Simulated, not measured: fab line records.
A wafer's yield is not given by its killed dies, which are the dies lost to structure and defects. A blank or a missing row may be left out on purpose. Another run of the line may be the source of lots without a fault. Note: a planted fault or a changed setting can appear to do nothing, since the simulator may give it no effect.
Which tool was responsible?    flow n5Finfet    Sampling: 9 lots, 26 wafers, 5 of 1938 route steps

## WHAT EACH GAUGE READ, for each wafer
N5_BEOL_M4_RC_MEAS_101. Usual: DIBL_N 35.9 mV/V, standard deviation 1.3; DIBL_P 36.3 mV/V, standard deviation 1.5; IOFF_N 0.153 nA/um, standard deviation 0.023; IOFF_N_85C 3.0 nA/um, standard deviation 0.39; IOFF_N_LIN 0.072 nA/um, standard deviation 0.0088; IOFF_N_LONG 5.44e-05 nA/um, standard deviation 2.4e-06; IOFF_P 0.208 nA/um, standard deviation 0.028; IOFF_P_85C 3.6 nA/um, standard deviation 0.41; IOFF_P_LIN 0.099 nA/um, standard deviation 0.011; IOFF_P_LONG 0.000105 nA/um, standard deviation 8.5e-06; ION_N 672 uA/um, standard deviation 9.7; ION_P 462 uA/um, standard deviation 6.6; SS_N 71.5 mV/dec, standard deviation 0.53; SS_P 73.3 mV/dec, standard deviation 0.59; VT_N 250.4 mV, standard deviation 2.7; VT_N_LONG 275.5 mV, standard deviation 1.8; VT_N_LVT 99 mV, standard deviation 3.1; VT_P -250.5 mV, standard deviation 3; VT_P_LONG -275.5 mV, standard deviation 2.8; VT_P_LVT -99 mV, standard deviation 3.1.
lot   measured      on         DIBL_N (mV/V)   DIBL_P (mV/V)   IOFF_N (nA/um)     IOFF_N_85C (nA/um)  IOFF_N_LIN (nA/um)  IOFF_N_LONG (nA/um)         IOFF_P (nA/um)     IOFF_P_85C (nA/um)  IOFF_P_LIN (nA/um)  IOFF_P_LONG (nA/um)         ION_N (uA/um)  ION_P (uA/um)  SS_N (mV/dec)   SS_P (mV/dec)   VT_N (mV)          VT_N_LONG (mV)     VT_N_LVT (mV)  VT_P (mV)             VT_P_LONG (mV)        VT_P_LVT (mV)   flag
L926  day 9 19:38   prober-02  35.9 37.1 34.8  36.9 38.6 36.6  0.143 0.173 0.137  2.8 3.3 2.7         0.066 0.079 0.066   4.86e-05 4.97e-05 4.94e-05  0.198 0.225 0.194  3.5 3.8 3.4         0.093 0.101 0.091   9.5e-05 9.3e-05 9.5e-05     655 671 666    451 461 459    71.9 71.3 70.9  72.9 73.9 72.7  253.9 248.6 251.7  280.3 277.6 276.5  103 101 104    -255.0 -249.8 -250.7  -278.5 -276.2 -279.6  -102 -100 -103  
L925  day 9 11:50   prober-02  35.4 35.8 35.4  35.4 35.4 35.4  0.143 0.147 0.144  2.9 2.9 2.9         0.069 0.069 0.069   5.51e-05 5.44e-05 5.45e-05  0.196 0.200 0.190  3.4 3.5 3.3         0.094 0.096 0.093   0.0001 0.000101 0.000101    674 677 669    466 456 460    71.4 70.9 71.3  72.8 72.8 72.3  250.7 249.8 251.7  274.4 275.2 274.9  98 98 97       -251.0 -250.4 -251.9  -277.3 -276.1 -278.0  -99 -99 -98     
L929  day 10 15:32  prober-02  35.5 36.2 35.2  35.2 35.9 35.0  0.133 0.149 0.128  2.7 2.9 2.6         0.062 0.068 0.060   5.07e-05 5.08e-05 5.09e-05  0.188 0.192 0.180  3.3 3.4 3.2         0.089 0.090 0.086   9.7e-05 9.5e-05 9.6e-05     660 670 664    453 458 452    71.2 71.2 71.2  72.8 73.1 73.4  253.5 252.0 255.7  279.0 277.1 277.3  103 101 104    -253.0 -255.0 -255.7  -275.8 -280.5 -278.6  -105 -103 -104  
L932  day 11 03:49  prober-01  35.8 34.1 34.7  35.2 32.7 34.5  0.141 0.116 0.007  2.9 2.4 0.2         0.065 0.056 0.003   5.18e-05 5.24e-05 2.15e-05  0.200 0.167 0.421  3.6 3.0 6.6         0.098 0.085 0.205   0.000108 0.000106 0.000211  670 649 479    462 450 498    71.3 70.6 70.8  73.0 72.7 73.3  252.4 257.0 334.4  276.1 276.2 356.4  100 104 182    -250.8 -254.7 -229.1  -275.6 -273.8 -252.4  -97 -100 -76    OFF
L933  day 11 11:40  prober-02  36.8 34.5 35.1  35.5 33.3 33.3  0.161 0.007 0.129  3.1 0.2 2.6         0.073 0.003 0.060   5.61e-05 2.14e-05 5.59e-05  0.211 0.392 0.176  3.6 6.2 3.1         0.100 0.197 0.088   0.000107 0.000215 0.000105  677 485 659    454 484 454    71.4 71.1 71.6  74.0 72.7 73.3  253.2 334.5 254.8  274.3 359.3 272.9  100 184 104    -251.8 -230.9 -253.2  -275.7 -251.5 -277.5  -101 -80 -102   OFF
L936  day 12 12:07  prober-02  35.8 36.5       36.8 36.9       0.009 0.009        0.3 0.3             0.004 0.004         2.27e-05 2.29e-05           0.525 0.562        7.7 8.2             0.244 0.261         0.000233 0.000243           499 507        506 507        72.3 71.4       73.4 73.7       327.8 325.4        356.1 356.4        178 178        -228.7 -224.9         -248.0 -248.6         -73 -71         OFF
L942  day 14 01:19  prober-02  37.1 36.4 36.6  38.5 37.5 37.4  0.190 0.170 0.165  3.6 3.3 3.2         0.087 0.078 0.075   5.34e-05 5.41e-05 5.39e-05  0.239 0.215 0.209  4.2 3.9 3.7         0.108 0.101 0.098   9.7e-05 9.6e-05 9.9e-05     690 691 679    472 468 462    71.4 71.4 71.7  74.4 74.6 73.0  247.0 248.6 249.0  276.4 277.4 277.6  97 100 100     -248.6 -250.0 -248.8  -275.5 -278.3 -278.7  -99 -100 -101   
L943  day 14 04:28  prober-02  34.8 35.1 36.2  35.7 36.5 37.1  0.130 0.138 0.155  2.7 2.8 3.1         0.062 0.065 0.071   5.43e-05 5.49e-05 5.44e-05  0.177 0.189 0.208  3.2 3.4 3.6         0.090 0.095 0.101   0.000103 0.000106 0.000101  667 674 671    465 461 459    71.1 71.4 71.0  73.4 72.4 73.0  252.7 252.6 252.4  276.4 275.5 275.0  102 101 100    -253.0 -253.8 -251.6  -274.4 -275.1 -273.6  -103 -101 -99   
L944  day 15 00:24  prober-02  35.8 35.0 35.3  35.8 34.7 34.6  0.145 0.134 0.136  2.9 2.7 2.7         0.071 0.068 0.066   5.51e-05 5.48e-05 5.46e-05  0.211 0.189 0.192  3.7 3.4 3.5         0.103 0.095 0.096   0.000108 0.000107 0.000108  689 679 672    473 469 462    70.6 70.9 70.7  72.9 72.8 73.1  248.5 250.8 250.5  273.3 273.2 275.6  98 99 100      -249.6 -249.5 -249.6  -272.4 -273.4 -274.7  -98 -99 -100    

## WHICH TOOL RAN EACH LOT (tool, then ch and the chambers of the sampled wafers, then the start)
lot   N5_HKMG_FIN_NWFM_ALD_20             N5_HKMG_FIN_ETCHBACK_68           N5_HKMG_FIN_STRIP_69                 N5_HKMG_FIN_ALD_72
L926  aldMetal-04 ch 0,2, day 5 11:16     rieMetal-02 ch 0, day 5 11:55     plasmaAsher-01 ch 0,1, day 5 12:04   cvdW-01 ch 0, day 5 12:49
L925  aldMetal-04 ch 0,2,3, day 5 13:20   rieMetal-01 ch 0,1, day 5 14:00   plasmaAsher-02 ch 0,1, day 5 14:08   cvdW-02 ch 0, day 5 15:26
L929  aldMetal-04 ch 0,1,3, day 6 12:51   rieMetal-01 ch 0,1, day 6 13:43   plasmaAsher-02 ch 0,1, day 6 13:52   cvdW-01 ch 0,1, day 6 14:39
L932  aldMetal-04 ch 2,3, day 7 03:02     rieMetal-02 ch 0,1, day 7 03:44   plasmaAsher-02 ch 0,1, day 7 03:58   cvdW-02 ch 0,1, day 7 04:37
L933  aldMetal-04 ch 0,1,3, day 7 11:29   rieMetal-01 ch 0,1, day 7 12:17   plasmaAsher-01 ch 0,1, day 7 12:30   cvdW-01 ch 0,1, day 7 13:09
L936  aldMetal-04 ch 1,3, day 8 03:16     rieMetal-02 ch 0, day 8 04:01     plasmaAsher-01 ch 0,1, day 8 04:10   cvdW-01 ch 0,1, day 8 04:55
L942  aldMetal-03 ch 0,2,3, day 9 15:43   rieMetal-02 ch 0,1, day 9 16:34   plasmaAsher-01 ch 0,1, day 9 16:42   cvdW-01 ch 1, day 9 17:26
L943  aldMetal-02 ch 0,1,2, day 9 19:30   rieMetal-01 ch 0,1, day 9 20:09   plasmaAsher-02 ch 0,1, day 9 20:17   cvdW-02 ch 0,1, day 9 21:02
L944  aldMetal-03 ch 0,1,3, day 10 01:52  rieMetal-02 ch 0,1, day 10 02:32  plasmaAsher-01 ch 0,1, day 10 02:40  cvdW-02 ch 0,1, day 10 03:25
- N5_HKMG_FIN_NWFM_ALD_20: deposits TiAlC, target thk 2 nm, pulse time 3 s, purge time 2 s.
- N5_HKMG_FIN_ETCHBACK_68: etches the open film in Cl2/Ar, stops on HfO2, target depth 0.5 nm.
- N5_HKMG_FIN_STRIP_69: strips in N2/H2, time 360 s.
- N5_HKMG_FIN_ALD_72: deposits W, target thk 2 nm, pulse time 1 s, purge time 2 s.

## AS READ BY THE TOOLS THEMSELVES (means over the sampled wafers that have a number; for cases with no such wafer, the mark the record gives instead)
N5_HKMG_FIN_NWFM_ALD_20. Usual: heaterPowerW 480 W, standard deviation 37; precursorPulseHeightRel 1.001, standard deviation 0.019.
lot   tool         heaterPowerW (W)  precursorPulseHeightRel  flag
L926  aldMetal-04  451               1.017                    
L925  aldMetal-04  474               1.009                    
L929  aldMetal-04  474               1.007                    
L932  aldMetal-04  510               0.998                    
L933  aldMetal-04  476               0.999                    
L936  aldMetal-04  508               1.007                    
L942  aldMetal-03  486               1.015                    
L943  aldMetal-02  508               0.987                    
L944  aldMetal-03  475               1.000                    

N5_HKMG_FIN_ETCHBACK_68. Usual: drypumpMotorCurrentA 5.85 A, standard deviation 0.29; oesProductAu 0.78 a.u., standard deviation 0.089; throttleValvePct 20.80 %, standard deviation 0.22.
lot   tool         drypumpMotorCurrentA (A)  oesProductAu (a.u.)  throttleValvePct (%)  flag
L926  rieMetal-02  5.67                      0.93                 20.87                 
L925  rieMetal-01  5.90                      0.76                 20.95                 
L929  rieMetal-01  5.90                      0.74                 20.95                 
L932  rieMetal-02  5.97                      0.78                 20.74                 
L933  rieMetal-01  5.67                      0.72                 20.83                 
L936  rieMetal-02  5.70                      0.88                 20.89                 
L942  rieMetal-02  5.84                      0.81                 20.84                 
L943  rieMetal-01  5.67                      0.71                 20.83                 
L944  rieMetal-02  5.85                      0.80                 20.83                 

N5_HKMG_FIN_STRIP_69. Usual: drypumpMotorCurrentA 5.97 A, standard deviation 0.29; heaterPowerW 460 W, standard deviation 54.
lot   tool            drypumpMotorCurrentA (A)  heaterPowerW (W)  flag
L926  plasmaAsher-01  5.68                      429               
L925  plasmaAsher-02  6.09                      458               
L929  plasmaAsher-02  6.24                      502               
L932  plasmaAsher-02  6.23                      506               
L933  plasmaAsher-01  5.69                      434               
L936  plasmaAsher-01  5.71                      430               
L942  plasmaAsher-01  5.67                      439               
L943  plasmaAsher-02  6.08                      465               
L944  plasmaAsher-01  5.70                      429               

N5_HKMG_FIN_ALD_72. Usual: heaterPowerW 464 W, standard deviation 47; precursorPulseHeightRel 1.000, standard deviation 0.021.
lot   tool     heaterPowerW (W)  precursorPulseHeightRel  flag
L926  cvdW-01  462               1.008                    
L925  cvdW-02  520               1.007                    
L929  cvdW-01  475               1.011                    
L932  cvdW-02  433               1.017                    
L933  cvdW-01  465               0.994                    
L936  cvdW-01  472               1.020                    
L942  cvdW-01  491               0.973                    
L943  cvdW-02  427               0.986                    
L944  cvdW-02  434               1.012                    

## THE ANSWER, worked out from the rows above alone
Rule: lot off if the mean of its wafers having a number is beyond 3 standard deviations from the usual mean. A lot without any number at a reading at which 4 lots or more have one is off too. All remaining lots with rows at the step are treated as sound. Order of review: gauges by route order, followed by the tools' own readings, for which a lot's mean as printed above is used. The first step at which some lot is off is used, and at that step the reading that is off furthest; a lot without a number counts as furthest.
Off: at N5_BEOL_M4_RC_MEAS_101 (VT_N_LONG), L932, L933, L936.
A tool fits if, at a process step before that reading, it ran every lot that is off, and no sound lot after the first of them. Those tools and the gauges at N5_BEOL_M4_RC_MEAS_101 are tried in the same way. One candidate fits, namely aldMetal-04 at N5_HKMG_FIN_NWFM_ALD_20. Its last sound lot is L929 (day 6 12:51), its first lot that is off L932 (day 7 03:02): a fault that began between those two fits.

## WHAT THE SIMULATOR PUT IN
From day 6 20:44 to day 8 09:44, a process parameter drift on aldMetal-04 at N5_HKMG_FIN_NWFM_ALD_20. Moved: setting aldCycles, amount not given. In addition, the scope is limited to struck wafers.
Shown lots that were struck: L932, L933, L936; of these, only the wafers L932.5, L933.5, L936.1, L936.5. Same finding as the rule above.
